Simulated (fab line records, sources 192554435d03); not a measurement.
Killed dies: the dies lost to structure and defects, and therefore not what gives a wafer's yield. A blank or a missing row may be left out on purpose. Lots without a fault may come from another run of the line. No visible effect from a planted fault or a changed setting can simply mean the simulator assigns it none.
fab line records	flow n5_finfet
record lots=7	wafers=21
route steps=1938 shown BEOL_M0_SAQP@646 BEOL_M1@754 BEOL_M2@841 BEOL_M3@957
start_h: start of the lot's first displayed wafer, in hours after the record's first day	wait_h: hours elapsed since this lot's preceding step	" the same as in the row above	L1.1+2: a row that stands for several wafers	- no value, or no start given	* or withheld: withheld	< > ~ a bound
route shown NAME@n: NAME is a module with steps in the file, n the number in the route of the first one	usual: average and standard deviation across the fault-free wafers	same: alike in all rows	chamber/n: place in a boat	sites: each site's reading	_std_site: their standard deviation	_edge_site: mean of outer sites minus mean of inner sites	radius_mm: for every site, how far away it sits from the centre of the wafer	mask NAME#n: copy n	behind: the tool/chamber that last shaped the wafer	hold: the reason the lot was held/the length of the hold in hours/how it ended	device: names the non-switching transistor (n, p or np)	end of line: at the end of the route, the tests of the same wafers	a step without rows: its recipe alone	killed: not the wafer's yield, but the dies lost to structure and defects at the first sort	map: a wafer's dies, marking killed ones x, the rest . and places with no die _
set.NAME: the run value of the setting; set.NAME@STEP: its run value at that earlier step	model.NAME: the simulator's own value behind a step, which no gauge read
one table per step and one row per wafer, for lots whose settings were changed on purpose
## steps
# step N5_BEOL_M0_SAQP_EXPOSE_11
# recipe mask_id=M0_CORE	na=1.35	source_shape=dipole	sigma_inner=0.538	sigma_outer=0.738	polarization=te	target_cd_nm=42	dose_mj=55
lot.wafer	tool	chamber	start_h	wait_h	mask	set.dose_mj
L075.1+2+6	arfi_scanner-01	0	125.90	-	M0_CORE#0	55
L078.1+3	arfi_scanner-01	0	131.87	-	M0_CORE#0	55
L078.5	"	0	"	"	M0_CORE#0	57.12
L079.1	arfi_scanner-01	0	146.56	-	M0_CORE#0	59.11
L079.3+6	"	0	"	"	M0_CORE#0	55
L081.4+5+6	arfi_scanner-01	0	150.08	-	M0_CORE#0	55
L086.2+3+4	arfi_scanner-02	0	181.38	-	M0_CORE#0	55
L089.2+6	arfi_scanner-01	0	201.40	-	M0_CORE#0	56.07
L089.3	"	0	"	"	M0_CORE#0	55
L090.1+5	arfi_scanner-02	0	205.43	-	M0_CORE#0	57.07
L090.4	"	0	"	"	M0_CORE#0	55
# step N5_BEOL_M0_SAQP_PEB_12
# recipe peb_temp_c=withheld	peb_time_s=60	resist=CAR-ArF
# step N5_BEOL_M0_SAQP_DEVELOP_13
# recipe develop_time_s=30	developer=TMAH	resist=CAR-ArF	dev_temp_c=23	rinse_liquid=diw	dry=air_spin
lot.wafer	tool	chamber	start_h	wait_h	set.spin_rpm@BEOL_M0_SAQP_COAT_08	model.CAR-ArF_of_BEOL_M0_SAQP_COAT_08.thk_nm
L075.1	litho_track-01	0	-	-	1500	88.6
L075.2	"	0	"	"	1500	88.4
L075.6	"	0	"	"	1500	88.2
L078.1+3+5	litho_track-01	0	-	-	1500	88.2
L079.1+6	litho_track-01	0	-	-	1339	93.6
L079.3	"	0	"	"	1500	88.2
L081.4	litho_track-05	0	-	-	1500	88.2
L081.5+6	"	0	"	"	1543	87
L086.2	litho_track-05	0	-	-	1500	88
L086.3	"	0	"	"	1500	87.8
L086.4	"	0	"	"	1500	88.2
L089.2	litho_track-04	0	-	-	1500	88.4
L089.3	"	0	"	"	1439	90.2
L089.6	"	0	"	"	1439	90.4
L090.1+4	litho_track-04	0	-	-	1500	88.8
L090.5	"	0	"	"	1548	87.4
# step N5_BEOL_M0_SAQP_CD_MEAS_14
# recipe target_cd_nm=42.5	landing_energy_ev=500	detector=se_inlens
# usual cd_nm=42.4/0.35
lot.wafer	tool	chamber	start_h	wait_h	set.dose_mj@BEOL_M0_SAQP_EXPOSE_11	cd_nm
L075.1	cd_sem-03	0	126.04	-	55	42.4
L075.2	"	0	"	"	55	42.8
L075.6	"	0	"	"	55	43.2
L078.1	cd_sem-03	0	132.00	-	55	42.4
L078.3	"	0	"	"	55	42.2
L078.5	"	0	"	"	57.12	41.2
L079.1	cd_sem-01	0	146.68	-	59.11	41.0
L079.3	"	0	"	"	55	42.8
L079.6	"	0	"	"	55	42.1
L081.4	cd_sem-02	0	150.19	-	55	42.2
L081.5	"	0	"	"	55	42.4
L081.6	"	0	"	"	55	42.4
L086.2	cd_sem-03	0	181.50	-	55	42.4
L086.3	"	0	"	"	55	42.1
L086.4	"	0	"	"	55	41.8
L089.2	cd_sem-02	0	201.52	-	56.07	42.1
L089.3	"	0	"	"	55	42.4
L089.6	"	0	"	"	56.07	42.0
L090.1	cd_sem-01	0	205.56	-	57.07	41.1
L090.4	"	0	"	"	55	42.3
L090.5	"	0	"	"	57.07	41.0
# step N5_BEOL_M0_SAQP_DESCUM_19
# recipe chemistry=O2	time_s=7.9	source_power_w=50	bias_power_w=20	pressure_mtorr=20	rf_frequency_hz=2.712e+07	temp_c=40	resist=CAR-ArF	o2_flow_sccm=225
# step N5_BEOL_M0_SAQP_ETCH_83
# recipe chemistry=CF4	target=SiARC	target_depth_a=390	mask_material=CAR-ArF	time_s=65	ion_energy_ev=80	pressure_mtorr=40	source_w=545	bias_w=36	Ar_flow_sccm=100	cf4_flow_sccm=100	ends=cleared
lot.wafer	tool	chamber	start_h	wait_h	set.spin_rpm@BEOL_M0_SAQP_COAT_08	model.CAR-ArF_of_BEOL_M0_SAQP_COAT_08.thk_nm
L075.1	rie_diel-06	0	126.16	0.0	1500	56
L075.2	"	2	"	"	1500	55.6
L075.6	"	1	"	"	1500	55.4
L078.1+3	rie_diel-02	1,0	133.12	0.0	1500	55.6
L078.5	"	2	"	"	1500	55.4
L079.1+6	rie_diel-02	0	146.89	0.0	1339	60.8
L079.3	"	2	"	"	1500	55.6
L081.4	rie_diel-02	1	150.31	0.0	1500	55.4
L081.5	"	1	"	"	1543	54.2
L081.6	"	2	"	"	1543	54
L086.2+3	rie_diel-02	3,2	181.63	0.0	1500	55.2
L086.4	"	3	"	"	1500	55.4
L089.2	rie_diel-02	1	201.64	0.0	1500	55.6
L089.3+6	"	0,3	"	"	1439	57.4
L090.1	rie_diel-04	3	205.75	0.0	1500	56
L090.4	"	0	"	"	1500	55.8
L090.5	"	2	"	"	1548	54.6
# step N5_BEOL_M1_HM_DEP_02
# recipe material=TiN	target_thk_a=200	temp_c=25	chamber_pressure_pa=0.49996
lot.wafer	tool	chamber	start_h	wait_h	set.target_thk_a	model.TiN_of_BEOL_M1_HM_DEP_02.thk_nm
L075.1+6	pvd_sputter-01	-	135.32	0.0	200	20
L075.2	"	-	"	"	200	19.8
L078.1	pvd_sputter-03	-	145.41	0.3	173.7	17.6
L078.3	"	-	"	"	173.7	17.8
L078.5	"	-	"	"	200	20.2
L079.1	pvd_sputter-02	-	161.97	1.8	218.8	22
L079.3	"	-	"	"	218.8	21.8
L079.6	"	-	"	"	200	19.8
L081.4+6	pvd_sputter-02	-	163.27	0.0	200	19.6
L081.5	"	-	"	"	186.2	18.2
L086.2+4	pvd_sputter-03	-	199.50	1.8	200	19.8
L086.3	"	-	"	"	200	19.6
L089.2	pvd_sputter-02	-	212.54	1.4	200	20.2
L089.3+6	"	-	"	"	200	20.4
L090.1	pvd_sputter-02	-	216.78	1.0	178.4	17.6
L090.4+5	"	-	"	"	178.4	17.8
# step N5_BEOL_M1_COAT_05
# recipe resist=CAR-EUV	spin_rpm=1500	resist_thk_nm=30
lot.wafer	tool	chamber	start_h	wait_h	set.spin_rpm	model.CAR-EUV_of_BEOL_M1_COAT_05.thk_nm
L075.1+2+6	litho_track-03	0	-	-	1500	30
L078.1	litho_track-05	0	-	-	1500	29.8
L078.3	"	0	"	"	1564	29.4
L078.5	"	0	"	"	1564	29.2
L079.1+6	litho_track-03	0	-	-	1500	30
L079.3	"	0	"	"	1500	30.2
L081.4+5+6	litho_track-03	0	-	-	1500	30
L086.2+4	litho_track-03	0	-	-	1500	30
L086.3	"	0	"	"	1448	30.6
L089.2+6	litho_track-04	0	-	-	1500	29.8
L089.3	"	0	"	"	1449	30.4
L090.1	litho_track-03	0	-	-	1500	30
L090.4+5	"	0	"	"	1578	29.2
# step N5_BEOL_M1_EBR_07
# recipe solvent=PGMEA	ebr_width_mm=1.5
# step N5_BEOL_M1_SOFTBAKE_06
# recipe temp_c=110	time_s=60	resist=CAR-EUV
# step N5_BEOL_M1_EXPOSE_08
# recipe mask_id=M1	na=0.33	source_shape=dipole	sigma_inner=0.369	sigma_outer=0.767	polarization=unpolarized	dose_mj=33
# step N5_BEOL_M1_PEB_09
# recipe peb_temp_c=100	peb_time_s=60	resist=CAR-EUV
# step N5_BEOL_M1_DEVELOP_10
# recipe develop_time_s=30	developer=TMAH	resist=CAR-EUV	rinse_liquid=surfactant_rinse	dry=air_spin	dev_temp_c=23
lot.wafer	tool	chamber	start_h	wait_h	set.spin_rpm@BEOL_M1_COAT_05	model.CAR-EUV_of_BEOL_M1_COAT_05.thk_nm
L075.1+6	litho_track-03	0	-	-	1500	29.6
L075.2	"	0	"	"	1500	29.4
L078.1	litho_track-05	0	-	-	1500	29.4
L078.3	"	0	"	"	1564	29
L078.5	"	0	"	"	1564	28.8
L079.1+3+6	litho_track-04	0	-	-	1500	29.6
L081.4+5+6	litho_track-04	0	-	-	1500	29.6
L086.2	litho_track-04	0	-	-	1500	29.4
L086.3	"	0	"	"	1448	30
L086.4	"	0	"	"	1500	29.6
L089.2+6	litho_track-04	0	-	-	1500	29.4
L089.3	"	0	"	"	1449	29.8
L090.1	litho_track-04	0	-	-	1500	29.6
L090.4+5	"	0	"	"	1578	28.8
# step N5_BEOL_M1_STRIP_75
# recipe chemistry=N2/H2	temp_c=40	n2_flow_sccm=200	h2_flow_sccm=200	rf_frequency_hz=6e+07
# step N5_BEOL_M1_STRIP_66
# recipe chemistry=CF4	resist=SiARC	power_w=300	bias_power_w=75	pressure_mtorr=50	cf4_flow_sccm=150	rf_frequency_hz=6e+07
# step N5_BEOL_M1_HM_OPEN_17
# recipe chemistry=Cl2/BCl3	target_depth_a=200	overetch_a=60	target=TiN	mask_material=SOC	ion_energy_ev=150	pressure_mtorr=10	icp_w=1000	bias_w=126	Cl2_flow_sccm=53.25	bcl3_flow_sccm=21.75	Ar_flow_sccm=25
lot.wafer	tool	chamber	start_h	wait_h	set.target_thk_a@BEOL_M1_HM_DEP_02	model.etch.depth_nm
L075.1	rie_metal-01	1	138.33	0.0	200	20.1
L075.2	"	0	"	"	200	19.84
L075.6	"	1	"	"	200	20.05
L078.1	rie_metal-03	0	146.57	0.0	173.7	17.54
L078.3	"	0	"	"	173.7	17.71
L078.5	"	0	"	"	200	20.21
L079.1	rie_metal-01	1	163.59	0.0	218.8	22
L079.3	"	1	"	"	218.8	21.78
L079.6	"	1	"	"	200	19.86
L081.4	rie_metal-02	1	164.20	0.1	200	19.65
L081.5	"	1	"	"	186.2	18.3
L081.6	"	0	"	"	200	19.66
L086.2	rie_metal-02	0	200.57	0.0	200	19.82
L086.3	"	0	"	"	200	19.53
L086.4	"	1	"	"	200	19.77
L089.2	rie_metal-03	0	213.96	0.0	200	20.28
L089.3	"	0	"	"	200	20.45
L089.6	"	1	"	"	200	20.36
L090.1	rie_metal-01	1	217.64	0.0	178.4	17.58
L090.4	"	0	"	"	178.4	17.72
L090.5	"	0	"	"	178.4	17.76
# step N5_BEOL_M2_ILD_DEP_00
# recipe material=SiOC	target_thk_a=790	temp_c=350	precursor=DEMS/O2	pressure_torr=5	rf_w=500	time_s=15.3
lot.wafer	tool	chamber	start_h	wait_h	set.time_s	model.SiOC_of_BEOL_M2_ILD_DEP_00.thk_nm
L075.1	pecvd-02	2	148.83	0.0	15.3	78.2
L075.2	"	1	"	"	15.3	77.2
L075.6	"	1	"	"	15.3	78.8
L078.1	pecvd-03	2	154.32	0.0	17.25	88.6
L078.3	"	0	"	"	15.3	79
L078.5	"	0	"	"	17.25	88.4
L079.1	pecvd-04	2	172.46	0.0	15.3	77.4
L079.3	"	0	"	"	15.3	79.6
L079.6	"	2	"	"	15.3	78
L081.4	pecvd-03	2	192.35	0.1	15.96	83.2
L081.5	"	1	"	"	15.3	80.8
L081.6	"	0	"	"	15.3	81
L086.2	pecvd-03	2	233.03	0.0	15.3	78.8
L086.3	"	0	"	"	15.3	78.4
L086.4	"	2	"	"	15.3	80.6
L089.2	pecvd-02	0	236.24	0.0	15.3	78.6
L089.3	"	1	"	"	15.3	77.8
L089.6	"	2	"	"	15.3	79
L090.1	pecvd-04	0	236.33	0.0	17.42	90.2
L090.4	"	0	"	"	17.42	90.8
L090.5	"	2	"	"	15.3	80.4
# step N5_BEOL_M2_THK_MEAS_01
# recipe reads=SiOC_of_BEOL_M2_ILD_DEP_00
# usual M2_ILD_THK=79.0/0.99
lot.wafer	tool	chamber	start_h	wait_h	set.time_s@BEOL_M2_ILD_DEP_00	M2_ILD_THK[nm]
L075.1	film_metro-02	-	148.89	0.0	15.3	78.2
L075.2	"	-	"	"	15.3	77.3
L075.6	"	-	"	"	15.3	78.8
L078.1	film_metro-02	-	154.39	0.0	17.25	88.5
L078.3	"	-	"	"	15.3	79.0
L078.5	"	-	"	"	17.25	88.5
L079.1	film_metro-02	-	172.54	0.1	15.3	77.5
L079.3	"	-	"	"	15.3	79.6
L079.6	"	-	"	"	15.3	78.0
L081.4	film_metro-01	-	192.40	0.0	15.96	83.2
L081.5	"	-	"	"	15.3	80.8
L081.6	"	-	"	"	15.3	81.0
L086.2	film_metro-02	-	233.10	0.1	15.3	78.8
L086.3	"	-	"	"	15.3	78.3
L086.4	"	-	"	"	15.3	80.6
L089.2	film_metro-01	-	236.31	0.1	15.3	78.7
L089.3	"	-	"	"	15.3	77.7
L089.6	"	-	"	"	15.3	79.1
L090.1	film_metro-01	-	236.40	0.0	17.42	90.2
L090.4	"	-	"	"	17.42	90.9
L090.5	"	-	"	"	15.3	80.4
# step N5_BEOL_M3_COAT_67
# recipe resist=SOC	temp_c=250	time_s=60	spin_rpm=1500	resist_thk_nm=60
lot.wafer	tool	chamber	start_h	wait_h	set.spin_rpm	model.SOC_of_BEOL_M3_COAT_67.thk_nm
L075.1	litho_track-03	0	163.98	0.0	1500	60.2
L075.2	"	0	"	"	1500	60
L075.6	"	0	"	"	1500	60.4
L078.1+3	litho_track-04	0	164.29	0.0	1500	60.2
L078.5	"	0	"	"	1500	60.4
L079.1+6	litho_track-04	0	183.35	0.0	1500	60.4
L079.3	"	0	"	"	1457	61
L081.4	litho_track-03	0	203.27	0.0	1448	61
L081.5	"	0	"	"	1448	60.8
L081.6	"	0	"	"	1500	60
L086.2+4	litho_track-02	0	268.45	0.0	1500	60.2
L086.3	"	0	"	"	1439	61.8
L089.2	litho_track-02	0	273.01	0.0	1500	60.2
L089.3	"	0	"	"	1347	63.4
L089.6	"	0	"	"	1347	63.6
L090.1	litho_track-03	0	274.39	0.0	1500	60.4
L090.4+5	"	0	"	"	1500	60.2
# step N5_BEOL_M3_COAT_22
# recipe resist=CAR-EUV	spin_rpm=1500	resist_thk_nm=30
lot.wafer	tool	chamber	start_h	wait_h	set.spin_rpm	model.CAR-EUV_of_BEOL_M3_COAT_22.thk_nm
L075.1+2+6	litho_track-03	0	-	-	1500	30
L078.1+3	litho_track-04	0	-	-	1628	28.8
L078.5	"	0	"	"	1500	30.2
L079.1+3+6	litho_track-04	0	-	-	1500	30
L081.4	litho_track-03	0	-	-	1384	31.2
L081.5+6	"	0	"	"	1500	30
L086.2	litho_track-02	0	-	-	1441	30.6
L086.3+4	"	0	"	"	1500	30
L089.2+6	litho_track-02	0	-	-	1419	31
L089.3	"	0	"	"	1500	30.2
L090.1	litho_track-03	0	-	-	1500	30
L090.4+5	"	0	"	"	1374	31.4
# step N5_BEOL_M3_EBR_24
# recipe solvent=PGMEA	ebr_width_mm=1.5
# step N5_BEOL_M3_SOFTBAKE_23
# recipe temp_c=110	time_s=60	resist=CAR-EUV
# step N5_BEOL_M3_EXPOSE_25
# recipe mask_id=V2	na=0.33	source_shape=quasar	sigma_inner=0.2	sigma_outer=0.8	polarization=unpolarized	defocus_nm=5	dose_mj=63
# step N5_BEOL_M3_PEB_26
# recipe peb_temp_c=100	peb_time_s=60	resist=CAR-EUV
# step N5_BEOL_M3_DEVELOP_27
# recipe develop_time_s=30	developer=TMAH	resist=CAR-EUV	rinse_liquid=surfactant_rinse	dry=air_spin	dev_temp_c=23
lot.wafer	tool	chamber	start_h	wait_h	set.spin_rpm@BEOL_M3_COAT_22	model.CAR-EUV_of_BEOL_M3_COAT_22.thk_nm
L075.1	litho_track-03	0	-	-	1500	29.4
L075.2+6	"	0	"	"	1500	29.6
L078.1+3	litho_track-03	0	-	-	1628	28.4
L078.5	"	0	"	"	1500	29.6
L079.1+3+6	litho_track-02	0	-	-	1500	29.6
L081.4	litho_track-04	0	-	-	1384	30.8
L081.5	"	0	"	"	1500	29.6
L081.6	"	0	"	"	1500	29.4
L086.2	litho_track-02	0	-	-	1441	30
L086.3+4	"	0	"	"	1500	29.6
L089.2+6	litho_track-03	0	-	-	1419	30.6
L089.3	"	0	"	"	1500	29.8
L090.1	litho_track-03	0	-	-	1500	29.6
L090.4+5	"	0	"	"	1374	31
# step N5_BEOL_M3_ETCH_70
# recipe chemistry=N2/H2	target=SOC	target_depth_a=800	overetch_a=160	mask_material=SiARC	temp_c=40	time_s=120	ion_energy_ev=200	pressure_mtorr=30	source_w=840	bias_w=150	n2_flow_sccm=200	h2_flow_sccm=200
# usual rf_vpp_V=523.2/2.7
lot.wafer	tool	chamber	start_h	wait_h	set.source_w	set.spin_rpm@BEOL_M3_COAT_67	rf_vpp_V	model.etch.depth_nm
L075.1	rie_diel-02	3	182.69	0.0	840	1500	524.2	60.22
L075.2	"	2	"	"	840	1500	522.7	60.02
L075.6	"	2	"	"	840	1500	523.1	60.32
L078.1	rie_diel-06	0	195.99	0.0	840	1500	522.5	60.16
L078.3	"	1	"	"	840	1500	521.1	60.21
L078.5	"	3	"	"	840	1500	520.4	60.44
L079.1	rie_diel-06	3	222.63	0.0	979.4	1500	493.9	60.31
L079.3	"	0	"	"	979.4	1457	497.6	60.97
L079.6	"	1	"	"	979.4	1500	494.0	60.3
L081.4	rie_diel-02	2	229.53	0.0	840	1448	522.9	61.07
L081.5	"	3	"	"	909.3	1448	511.0	60.85
L081.6	"	2	"	"	909.3	1500	508.3	60.08
L086.2	rie_diel-04	3	281.05	0.0	734.8	1500	545.2	60.13
L086.3	"	2	"	"	734.8	1439	548.8	61.74
L086.4	"	0	"	"	734.8	1500	543.4	60.23
L089.2	rie_diel-06	1	295.19	0.0	840	1500	519.8	60.2
L089.3	"	0	"	"	840	1347	521.3	63.47
L089.6	"	3	"	"	789	1347	531.4	63.58
L090.1	rie_diel-04	0	299.16	0.0	840	1500	522.5	60.32
L090.4	"	1	"	"	840	1500	528.8	60.2
L090.5	"	0	"	"	840	1500	522.0	60.12
# step N5_BEOL_M3_STRIP_71
# recipe chemistry=N2/H2	temp_c=40	n2_flow_sccm=200	h2_flow_sccm=200	rf_frequency_hz=6e+07
# step N5_BEOL_M3_STRIP_78
# recipe chemistry=N2/H2	temp_c=40	n2_flow_sccm=200	h2_flow_sccm=200	rf_frequency_hz=6e+07
# step N5_BEOL_M3_VIA_ETCH_34
# recipe chemistry=C4F6/O2	target_depth_a=694	mask_material=SOC	pressure_mtorr=15	ion_energy_ev=250	taper_deg=4	time_s=65.9	source_w=350	bias_w=170	Ar_flow_sccm=300	C4F6_flow_sccm=10	O2_flow_sccm=10
lot.wafer	tool	chamber	start_h	wait_h	set.spin_rpm@BEOL_M3_COAT_67	model.SOC_of_BEOL_M3_COAT_67.thk_nm
L075.1	rie_diel-02	3	182.79	0.0	1500	52.2
L075.2	"	2	"	"	1500	52
L075.6	"	2	"	"	1500	52.4
L078.1	rie_diel-06	0	196.09	0.0	1500	51.8
L078.3	"	1	"	"	1500	52
L078.5	"	3	"	"	1500	52.2
L079.1+6	rie_diel-06	3,1	222.73	0.0	1500	52.2
L079.3	"	0	"	"	1457	52.8
L081.4	rie_diel-02	2	229.63	0.0	1448	53.2
L081.5	"	3	"	"	1448	52.8
L081.6	"	2	"	"	1500	52.2
L086.2+4	rie_diel-04	3,0	281.15	0.0	1500	52
L086.3	"	2	"	"	1439	54
L089.2	rie_diel-06	1	295.29	0.0	1500	52
L089.3	"	0	"	"	1347	55.2
L089.6	"	3	"	"	1347	55.6
L090.1+4	rie_diel-04	0,1	299.26	0.0	1500	52
L090.5	"	0	"	"	1500	51.8
## key
split step=N5_BEOL_M0_SAQP_EXPOSE_11	setting=dose_mj	stated=55	by=wafer
response step=N5_BEOL_M0_SAQP_CD_MEAS_14	reading=cd_nm	change=-0.238	per=1%	r=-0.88
split step=N5_BEOL_M1_HM_DEP_02	setting=target_thk_a	stated=200	by=wafer
response step=N5_BEOL_M1_HM_DEP_02	reading=model.TiN_of_BEOL_M1_HM_DEP_02.thk_nm	change=+0.202	per=1%	r=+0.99
response step=N5_BEOL_M1_HM_OPEN_17	reading=model.etch.depth_nm	change=+0.202	per=1%	r=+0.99
split step=N5_BEOL_M1_COAT_05	setting=spin_rpm	stated=1500	by=wafer
response step=N5_BEOL_M1_COAT_05	reading=model.CAR-EUV_of_BEOL_M1_COAT_05.thk_nm	change=-0.151	per=1%	r=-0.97
response step=N5_BEOL_M1_DEVELOP_10	reading=model.CAR-EUV_of_BEOL_M1_COAT_05.thk_nm	change=-0.136	per=1%	r=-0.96
split step=N5_BEOL_M2_ILD_DEP_00	setting=time_s	stated=15.3	by=wafer
response step=N5_BEOL_M2_ILD_DEP_00	reading=model.SiOC_of_BEOL_M2_ILD_DEP_00.thk_nm	change=+0.726	per=1%	r=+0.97
response step=N5_BEOL_M2_THK_MEAS_01	reading=M2_ILD_THK	change=+0.73	per=1%	r=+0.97
split step=N5_BEOL_M3_COAT_67	setting=spin_rpm	stated=1500	by=wafer
response step=N5_BEOL_M3_COAT_67	reading=model.SOC_of_BEOL_M3_COAT_67.thk_nm	change=-0.32	per=1%	r=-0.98
response step=N5_BEOL_M3_ETCH_70	reading=model.etch.depth_nm	change=-0.321	per=1%	r=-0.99
response step=N5_BEOL_M3_VIA_ETCH_34	reading=model.SOC_of_BEOL_M3_COAT_67.thk_nm	change=-0.336	per=1%	r=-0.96
split step=N5_BEOL_M3_COAT_22	setting=spin_rpm	stated=1500	by=wafer
response step=N5_BEOL_M3_COAT_22	reading=model.CAR-EUV_of_BEOL_M3_COAT_22.thk_nm	change=-0.16	per=1%	r=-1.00
response step=N5_BEOL_M3_DEVELOP_27	reading=model.CAR-EUV_of_BEOL_M3_COAT_22.thk_nm	change=-0.153	per=1%	r=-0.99
split step=N5_BEOL_M3_ETCH_70	setting=source_w	stated=840	by=wafer
response step=N5_BEOL_M3_ETCH_70	reading=rf_vpp_V	change=-1.68	per=1%	r=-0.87
split outside_this_file step=N5_BEOL_M0_SAQP_COAT_08 setting=spin_rpm
# split outside_this_file: this setting was split too, and the file shows its column; the key of that split is in another file
